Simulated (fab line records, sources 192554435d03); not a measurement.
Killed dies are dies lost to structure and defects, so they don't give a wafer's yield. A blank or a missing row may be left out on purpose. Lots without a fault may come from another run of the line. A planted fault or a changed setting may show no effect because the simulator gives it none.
Which tool did it? | flow n5_finfet | 9 lots, 27 wafers sampled, at 6 steps of a route of 1938

WHAT THE GAUGES READ, wafer by wafer
N5_BEOL_M11_INSPECT_58: inspects for defects (darkfield).
lot  | measured     | on                | raw_defect_count
L553 | day 10 21:41 | defect_inspect-02 | 77 65 74
L559 | day 12 08:55 | defect_inspect-02 | 64 37 50
L563 | day 13 10:24 | defect_inspect-01 | 100 62 550
L566 | day 14 04:17 | defect_inspect-01 | 83 570 136
L572 | day 15 06:12 | defect_inspect-01 | 48 31 40
L569 | day 15 10:13 | defect_inspect-01 | 74 96 46
L573 | day 16 20:19 | defect_inspect-01 | 54 33 110
L576 | day 16 20:55 | defect_inspect-01 | 104 87 150
L575 | day 17 09:16 | defect_inspect-02 | 78 43 96

N5_BEOL_M12_INSPECT_12: inspects for defects (macro).
lot  | measured     | on                | raw_defect_count
L553 | day 10 22:23 | defect_inspect-01 | 1 1 2
L559 | day 12 09:26 | defect_inspect-01 | 2 2 2
L563 | day 13 11:03 | defect_inspect-02 | 3 1 >300
L566 | day 14 04:49 | defect_inspect-01 | 1 >300 1
L572 | day 15 06:51 | defect_inspect-01 | 2 1 1
L569 | day 15 10:44 | defect_inspect-01 | 3 1 2
L573 | day 16 20:51 | defect_inspect-01 | 4 2 2
L576 | day 16 21:26 | defect_inspect-01 | 2 2 2
L575 | day 17 09:55 | defect_inspect-02 | 0 2 0

WHICH TOOL RAN EACH LOT (tool, then ch and the chambers of the sampled wafers, then the start)
lot  | N5_BEOL_M11_ETCH_66                | N5_BEOL_M11_VIA_ETCH_34            | N5_BEOL_M11_ETCH_41                           | N5_BEOL_M11_CMP_52
L553 | rie_diel-06 ch 0,1, day 10 18:00   | rie_diel-06 ch 0,1, day 10 18:07   | rie_diel-06 ch 0,1, day 10 21:14 or earlier   | cmp-04 ch 1,2, day 10 21:14
L559 | rie_diel-06 ch 0,2,3, day 12 05:51 | rie_diel-06 ch 0,2,3, day 12 05:59 | rie_diel-06 ch 0,2,3, day 12 08:28 or earlier | cmp-04 ch 0,1, day 12 08:28
L563 | rie_diel-03 ch 2,3, day 13 06:30   | rie_diel-03 ch 2,3, day 13 06:38   | rie_diel-03 ch 2,3, day 13 10:02 or earlier   | cmp-04 ch 0,2,3, day 13 10:02
L566 | rie_diel-01 ch 0,1,2, day 14 00:31 | rie_diel-01 ch 0,1,2, day 14 00:39 | rie_diel-01 ch 0,1,2, day 14 03:53 or earlier | cmp-04 ch 0,2,3, day 14 03:53
L572 | rie_diel-06 ch 1,2, day 15 03:11   | rie_diel-06 ch 1,2, day 15 03:19   | rie_diel-06 ch 1,2, day 15 05:47 or earlier   | cmp-01 ch 1,2,3, day 15 05:47
L569 | rie_diel-03 ch 0,1,3, day 15 05:53 | rie_diel-03 ch 0,1,3, day 15 06:01 | rie_diel-03 ch 0,1,3, day 15 09:46 or earlier | cmp-01 ch 0,2, day 15 09:46
L573 | rie_diel-03 ch 0,1,2, day 16 16:46 | rie_diel-03 ch 0,1,2, day 16 16:54 | rie_diel-03 ch 0,1,2, day 16 19:55 or earlier | cmp-01 ch 2,3, day 16 19:55
L576 | rie_diel-06 ch 0,1,2, day 16 17:45 | rie_diel-06 ch 0,1,2, day 16 17:52 | rie_diel-06 ch 0,1,2, day 16 20:28 or earlier | cmp-04 ch 0,3, day 16 20:28
L575 | rie_diel-03 ch 0,1, day 17 04:28   | rie_diel-03 ch 0,1, day 17 04:35   | rie_diel-03 ch 0,1, day 17 08:52 or earlier   | cmp-01 ch 0,1, day 17 08:52
- N5_BEOL_M11_ETCH_66: etches SOC in N2/H2, target depth 120 nm, overetch 24 nm, time 180 s.
- N5_BEOL_M11_VIA_ETCH_34: etches SiCOH lowk in C4F6/O2, target depth 184.5 nm, time 69.2 s.
- N5_BEOL_M11_ETCH_41: etches SiCN in CH3F/O2, target depth 42.6 nm, time 86 s.
- N5_BEOL_M11_CMP_52: polishes, stops on SiCOH lowk, t overpolish 7 s, target thk 140 nm.

WHAT THE TOOLS THEMSELVES READ (means of the sampled wafers that have a number; where no wafer has one, the mark that the record gives instead)
N5_BEOL_M11_ETCH_66.
lot  | tool        | drypump_motor_current_A (A) | oes_product_au (a.u.) | rf_vpp_V (V) | showerhead_plenum_p_Torr (Torr) | throttle_valve_pct (%)
L553 | rie_diel-06 | 5.9                         | 0.60                  | 521.7        | 2.44                            | 17.88
L559 | rie_diel-06 | 5.7                         | 0.64                  | 523.5        | 2.51                            | 17.70
L563 | rie_diel-03 | 6.2                         | 0.66                  | 522.9        | 2.53                            | 17.73
L566 | rie_diel-01 | 5.4                         | 0.59                  | 524.7        | 2.56                            | 17.94
L572 | rie_diel-06 | 5.1                         | 0.75                  | 522.6        | 2.48                            | 17.39
L569 | rie_diel-03 | 5.9                         | 0.71                  | 525.6        | 2.60                            | 17.69
L573 | rie_diel-03 | 6.3                         | 0.69                  | 524.2        | 2.55                            | 17.64
L576 | rie_diel-06 | 5.4                         | 0.67                  | 521.6        | 2.45                            | 17.62
L575 | rie_diel-03 | 6.2                         | 0.69                  | 524.6        | 2.59                            | 17.69

N5_BEOL_M11_VIA_ETCH_34.
lot  | tool        | drypump_motor_current_A (A) | oes_product_au (a.u.) | rf_vpp_V (V) | showerhead_plenum_p_Torr (Torr) | throttle_valve_pct (%)
L553 | rie_diel-06 | 5.8                         | 0.73                  | 659          | 2.75                            | 21.06
L559 | rie_diel-06 | 5.6                         | 0.79                  | 681          | 2.82                            | 20.81
L563 | rie_diel-03 | 6.2                         | 0.84                  | 664          | 2.84                            | 20.93
L566 | rie_diel-01 | 5.3                         | 0.73                  | 654          | 2.88                            | 21.09
L572 | rie_diel-06 | 5.0                         | 0.93                  | 653          | 2.79                            | 20.57
L569 | rie_diel-03 | 5.9                         | 0.89                  | 667          | 2.89                            | 20.65
L573 | rie_diel-03 | 6.3                         | 0.86                  | 670          | 2.85                            | 20.69
L576 | rie_diel-06 | 5.4                         | 0.82                  | 661          | 2.76                            | 20.78
L575 | rie_diel-03 | 6.2                         | 0.86                  | 676          | 2.88                            | 20.57

N5_BEOL_M11_ETCH_41.
lot  | tool        | drypump_motor_current_A (A) | oes_product_au (a.u.) | rf_vpp_V (V) | showerhead_plenum_p_Torr (Torr) | throttle_valve_pct (%)
L553 | rie_diel-06 | 5.8                         | 0.73                  | 295.7        | 1.93                            | 16.50
L559 | rie_diel-06 | 5.6                         | 0.79                  | 297.4        | 1.98                            | 16.25
L563 | rie_diel-03 | 6.2                         | 0.83                  | 297.5        | 2.00                            | 16.35
L566 | rie_diel-01 | 5.3                         | 0.74                  | 297.2        | 2.02                            | 16.48
L572 | rie_diel-06 | 5.0                         | 0.94                  | 295.8        | 1.95                            | 15.95
L569 | rie_diel-03 | 5.9                         | 0.90                  | 297.6        | 2.03                            | 16.07
L573 | rie_diel-03 | 6.3                         | 0.85                  | 297.7        | 2.00                            | 16.12
L576 | rie_diel-06 | 5.4                         | 0.83                  | 296.0        | 1.93                            | 16.19
L575 | rie_diel-03 | 6.2                         | 0.85                  | 297.5        | 2.03                            | 16.01

N5_BEOL_M11_CMP_52.
lot  | tool   | barrier_field_endpoint_s (s) | motor_current_A (A) | overpolish_run_s (s) | time_to_endpoint_s (s)
L553 | cmp-04 | 29.2                         | 6.4                 | 7.004                | 69
L559 | cmp-04 | 30.3                         | 5.8                 | 6.996                | 70
L563 | cmp-04 | 31.4                         | 6.2                 | 7.001                | 75
L566 | cmp-04 | 30.1                         | 6.2                 | 6.994                | 69
L572 | cmp-01 | 28.0                         | 6.2                 | 7.002                | 64
L569 | cmp-01 | 28.4                         | 6.3                 | 7.008                | 60
L573 | cmp-01 | 28.4                         | 6.4                 | 7.002                | 63
L576 | cmp-04 | 29.4                         | 6.1                 | 6.997                | 67
L575 | cmp-01 | 28.5                         | 6.2                 | 6.995                | 65

THE ANSWER, worked out from the rows above alone
Rule: what is usual is taken from the lots themselves. Put in order of their means at a reading, lots are off if they are a third of the lots or fewer, leave a main group of 4 or more, and stand apart from it by a gap of 3 or more times the standard deviation of the main group's means; of several such gaps the widest counts. A main group whose means are all the same, to the digits that the tables above print for the reading, isn't used. A lot without any number at a reading at which 4 lots or more have one is off too. The other lots that the step has rows for count as sound. The gauges are gone through in route order, then the tools' own readings, and for those a lot's mean is taken as printed above. The first step at which some lot is off is used, and at that step the reading that is off furthest; a lot without a number counts as furthest.
Off: L563, L566, at N5_BEOL_M11_INSPECT_58 (raw_defect_count). The main group: mean 69, standard deviation 22.
A tool fits if, at a process step before that reading, it ran every lot that is off, and no sound lot after the first of them. The gauges at N5_BEOL_M11_INSPECT_58 are tried like those tools. N5_BEOL_M11_ETCH_41 gives no start for some lots, so the hours and the order of its lots are those of N5_BEOL_M11_CMP_52. None of those tried fits.

WHAT THE SIMULATOR HAD PUT IN
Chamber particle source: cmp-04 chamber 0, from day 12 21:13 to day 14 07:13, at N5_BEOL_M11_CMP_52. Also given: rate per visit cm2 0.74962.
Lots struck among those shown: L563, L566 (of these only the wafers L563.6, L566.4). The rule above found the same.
